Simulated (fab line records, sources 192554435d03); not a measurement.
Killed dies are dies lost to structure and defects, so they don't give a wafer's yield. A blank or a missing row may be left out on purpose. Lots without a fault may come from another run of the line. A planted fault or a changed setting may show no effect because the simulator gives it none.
Which tool did it? | flow n5_finfet | 24 lots, 72 wafers sampled, at 3 steps of a route of 1938

WHAT THE GAUGES READ, wafer by wafer
N5_STI_FIN_REVEAL_CD_MEAS_22: target cd 6.238 nm, pitch 28 nm.
lot  | measured    | on        | cd_nm (nm)
L074 | day 2 15:49 | cd_sem-02 | 6.5 6.2 6.6
L075 | day 2 21:34 | cd_sem-02 | 6.5 6.7 5.7
L076 | day 3 02:16 | cd_sem-01 | 5.9 6.1 6.2
L077 | day 3 07:16 | cd_sem-03 | 6.2 5.6 5.9
L078 | day 3 17:58 | cd_sem-02 | 6.4 6.5 6.5
L079 | day 3 19:52 | cd_sem-01 | 6.6 6.8 6.6
L081 | day 4 08:54 | cd_sem-03 | 5.9 6.2 6.3
L080 | day 4 10:32 | cd_sem-01 | 6.4 6.1 6.0
L082 | day 4 13:37 | cd_sem-02 | 6.8 6.7 6.2
L083 | day 4 22:47 | cd_sem-01 | 6.3 6.6 6.1
L084 | day 5 03:20 | cd_sem-01 | 6.3 5.9 6.6
L085 | day 5 09:14 | cd_sem-03 | 6.8 6.1 6.9
L086 | day 5 15:35 | cd_sem-01 | 6.5 6.7 6.4
L087 | day 5 19:50 | cd_sem-02 | 6.7 5.9 6.3
L088 | day 6 01:43 | cd_sem-02 | 6.6 5.9 6.5
L089 | day 6 07:59 | cd_sem-02 | 6.5 6.4 5.9
L090 | day 6 12:51 | cd_sem-02 | 6.0 6.2 6.0
L091 | day 6 21:58 | cd_sem-02 | 6.2 6.3 6.3
L092 | day 7 02:47 | cd_sem-01 | 6.8 6.2 6.4
L093 | day 7 06:44 | cd_sem-01 | 6.5 6.8 5.9
L094 | day 7 12:31 | cd_sem-02 | 6.2 6.1 6.2
L095 | day 7 17:45 | cd_sem-02 | 6.4 5.8 6.9
L096 | day 8 01:32 | cd_sem-01 | 6.0 6.8 5.8
L097 | day 8 07:27 | cd_sem-03 | 6.5 5.9 6.2

N5_DUMMY_GATE_OVL_MEAS_16.
lot  | measured    | on         | GATE_OVL (nm)
L074 | day 3 00:35 | overlay-02 | 0.7 0.0 1.1
L075 | day 3 06:13 | overlay-02 | 0.2 -0.2 0.3
L076 | day 3 11:07 | overlay-01 | -0.3 -1.2 -1.1
L077 | day 3 16:11 | overlay-02 | 0.4 -0.9 -0.3
L078 | day 4 02:45 | overlay-02 | -0.5 -1.3 -0.5
L079 | day 4 04:31 | overlay-02 | -0.4 -0.6 -0.2
L081 | day 4 17:40 | overlay-01 | 1.9 0.4 0.9
L080 | day 4 21:34 | overlay-02 | -0.7 -0.3 -0.3
L082 | day 4 23:28 | overlay-01 | -1.3 -0.2 0.5
L083 | day 5 08:29 | overlay-02 | -1.1 0.5 -1.3
L084 | day 5 13:16 | overlay-02 | 1.0 -0.3 0.3
L085 | day 5 17:54 | overlay-02 | 0.8 1.1 1.0
L086 | day 6 01:49 | overlay-01 | 0.4 -0.3 0.5
L087 | day 6 04:48 | overlay-01 | -1.7 -1.0 0.1
L088 | day 6 10:21 | overlay-02 | 0.0 -0.6 0.1
L089 | day 6 16:46 | overlay-02 | -0.8 0.8 0.0
L090 | day 6 21:31 | overlay-01 | -0.3 -0.8 0.5
L091 | day 7 08:32 | overlay-01 | -0.5 -0.2 -0.1
L092 | day 7 13:10 | overlay-01 | 1.4 0.6 1.4
L093 | day 7 16:27 | overlay-01 | -0.1 0.1 -0.3
L094 | day 7 21:10 | overlay-01 | -0.2 -0.3 -0.1
L095 | day 8 02:32 | overlay-01 | -0.3 0.1 -1.0
L096 | day 8 12:00 | overlay-02 | -1.5 0.0 0.2
L097 | day 8 18:26 | overlay-01 | 0.8 -0.1 0.9

WHICH TOOL RAN EACH LOT (tool, then ch and the chambers of the sampled wafers, then the start)
lot  | N5_STI_FIN_REVEAL_DENSIFY_30
L074 | rtp_anneal-01 ch 0, day 2 12:08
L075 | rtp_anneal-01 ch 0, day 2 18:26
L076 | rtp_anneal-02 ch 0, day 2 23:13
L077 | rtp_anneal-02 ch 0, day 3 04:08
L078 | rtp_anneal-02 ch 0, day 3 14:36
L079 | rtp_anneal-01 ch 0, day 3 15:34
L081 | rtp_anneal-01 ch 0, day 4 05:29
L080 | rtp_anneal-01 ch 0, day 4 05:47
L082 | rtp_anneal-02 ch 0, day 4 09:40
L083 | rtp_anneal-01 ch 0, day 4 19:41
L084 | rtp_anneal-02 ch 0, day 5 00:14
L085 | rtp_anneal-02 ch 0, day 5 06:06
L086 | rtp_anneal-02 ch 0, day 5 12:28
L087 | rtp_anneal-01 ch 0, day 5 16:41
L088 | rtp_anneal-02 ch 0, day 5 22:37
L089 | rtp_anneal-01 ch 0, day 6 04:37
L090 | rtp_anneal-01 ch 0, day 6 09:47
L091 | rtp_anneal-02 ch 0, day 6 18:31
L092 | rtp_anneal-01 ch 0, day 6 23:38
L093 | rtp_anneal-01 ch 0, day 7 03:29
L094 | rtp_anneal-02 ch 0, day 7 09:20
L095 | rtp_anneal-01 ch 0, day 7 14:38
L096 | rtp_anneal-01 ch 0, day 7 22:26
L097 | rtp_anneal-01 ch 0, day 8 04:21
- N5_STI_FIN_REVEAL_DENSIFY_30

WHAT THE TOOLS THEMSELVES READ (means of the sampled wafers that have a number; where no wafer has one, the mark that the record gives instead)
N5_STI_FIN_REVEAL_DENSIFY_30.
lot  | tool          | lamp_power_pct (%)
L074 | rtp_anneal-01 | 11.48
L075 | rtp_anneal-01 | 11.52
L076 | rtp_anneal-02 | 11.53
L077 | rtp_anneal-02 | 11.54
L078 | rtp_anneal-02 | 11.55
L079 | rtp_anneal-01 | 11.47
L081 | rtp_anneal-01 | 11.55
L080 | rtp_anneal-01 | 11.54
L082 | rtp_anneal-02 | 11.53
L083 | rtp_anneal-01 | 11.50
L084 | rtp_anneal-02 | 11.58
L085 | rtp_anneal-02 | 11.56
L086 | rtp_anneal-02 | 11.49
L087 | rtp_anneal-01 | 11.53
L088 | rtp_anneal-02 | 11.60
L089 | rtp_anneal-01 | 11.54
L090 | rtp_anneal-01 | 11.56
L091 | rtp_anneal-02 | 11.51
L092 | rtp_anneal-01 | 11.55
L093 | rtp_anneal-01 | 11.58
L094 | rtp_anneal-02 | 11.53
L095 | rtp_anneal-01 | 11.54
L096 | rtp_anneal-01 | 11.54
L097 | rtp_anneal-01 | 11.50

THE ANSWER, worked out from the rows above alone
Rule: what is usual is taken from the lots themselves. Put in order of their means at a reading, lots are off if they are a third of the lots or fewer, leave a main group of 4 or more, and stand apart from it by a gap of 3 or more times the standard deviation of the main group's means; of several such gaps the widest counts. A main group whose means are all the same, to the digits that the tables above print for the reading, isn't used. A lot without any number at a reading at which 4 lots or more have one is off too. The other lots that the step has rows for count as sound. The gauges are gone through in route order, then the tools' own readings, and for those a lot's mean is taken as printed above. The first step at which some lot is off is used, and at that step the reading that is off furthest; a lot without a number counts as furthest.
No lot is off at any reading shown: from this, nothing can be told.

WHAT THE SIMULATOR HAD PUT IN
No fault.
